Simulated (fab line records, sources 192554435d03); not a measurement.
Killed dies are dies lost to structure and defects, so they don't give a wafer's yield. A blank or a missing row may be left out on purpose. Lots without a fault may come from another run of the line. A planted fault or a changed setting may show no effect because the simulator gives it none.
Chamber matching | flow n5_finfet | N5_BEOL_M4_STRIP_36 on rie_diel-04: 4 sister chambers
The step strips in N2/H2. 16 wafers are shown with their chamber, then 8 later ones without.

WAFERS WITH THEIR CHAMBER
wafer  | chamber | showerhead_plenum_p_Torr (Torr) | oes_product_au (a.u.) | power_w (W)
L075.1 | 0       | 2.60                            | 0.88                  | 452.5
L075.5 | 2       | 2.64                            | 0.72                  | 448.1
L075.6 | 1       | 2.50                            | 0.69                  | 451.2
L080.4 | 3       | 2.44                            | 0.79                  | 448.8
L080.5 | 0       | 2.59                            | 0.88                  | 450.7
L080.6 | 2       | 2.63                            | 0.71                  | 449.5
L083.1 | 2       | 2.63                            | 0.70                  | 450.4
L083.3 | 0       | 2.59                            | 0.85                  | 450.7
L083.5 | 3       | 2.44                            | 0.79                  | 451.0
L085.1 | 3       | 2.44                            | 0.76                  | 450.0
L085.4 | 0       | 2.59                            | 0.86                  | 449.4
L085.5 | 2       | 2.63                            | 0.69                  | 450.3
L086.2 | 1       | 2.49                            | 0.68                  | 451.3
L086.5 | 2       | 2.62                            | 0.69                  | 450.6
L086.6 | 1       | 2.49                            | 0.68                  | 452.9
L089.2 | 3       | 2.43                            | 0.77                  | 448.8

SIGNATURES (means of the wafers above)
reading                  | chamber 0 | chamber 1 | chamber 2 | chamber 3 | scatter within a chamber
showerhead_plenum_p_Torr | 2.5925    | 2.4933    | 2.6300    | 2.4375    | 0.00589
oes_product_au           | 0.8675    | 0.6833    | 0.7020    | 0.7775    | 0.0132
power_w                  | 450.825   | 451.800   | 449.780   | 449.650   | 1.09
Rule: a wafer's distance from a chamber is the root of the sum, over the readings, of the square of ((its reading less the chamber's mean) divided by the reading's scatter). The wafer belongs to the nearest chamber; if the next one is less than 2 further off, it can't be placed. The scatter: the root of (the sum of the squares of (reading less its chamber's mean) over the shown wafers, divided by (wafers less chambers)).

WAFERS WITHOUT THEIR CHAMBER
wafer  | showerhead_plenum_p_Torr (Torr) | oes_product_au (a.u.) | power_w (W)
L089.4 | 2.62                            | 0.68                  | 449.7
L089.6 | 2.58                            | 0.83                  | 448.6
L091.1 | 2.62                            | 0.69                  | 450.0
L091.2 | 2.58                            | 0.84                  | 451.3
L091.6 | 2.62                            | 0.69                  | 448.6
L095.1 | 2.49                            | 0.66                  | 450.2
L095.4 | 2.49                            | 0.67                  | 450.0
L095.5 | 2.43                            | 0.74                  | 449.3

WHICH CHAMBER EACH WENT THROUGH
wafer  | from the rows above | in truth
L089.4 | 2                   | 2
L089.6 | 0                   | 0
L091.1 | 2                   | 2
L091.2 | 0                   | 0
L091.6 | 2                   | 2
L095.1 | 1                   | 1
L095.4 | 1                   | 1
L095.5 | 3                   | 3
Placed correctly: 8 of 8. Can't be placed from these rows: 0. Placed wrongly: 0.
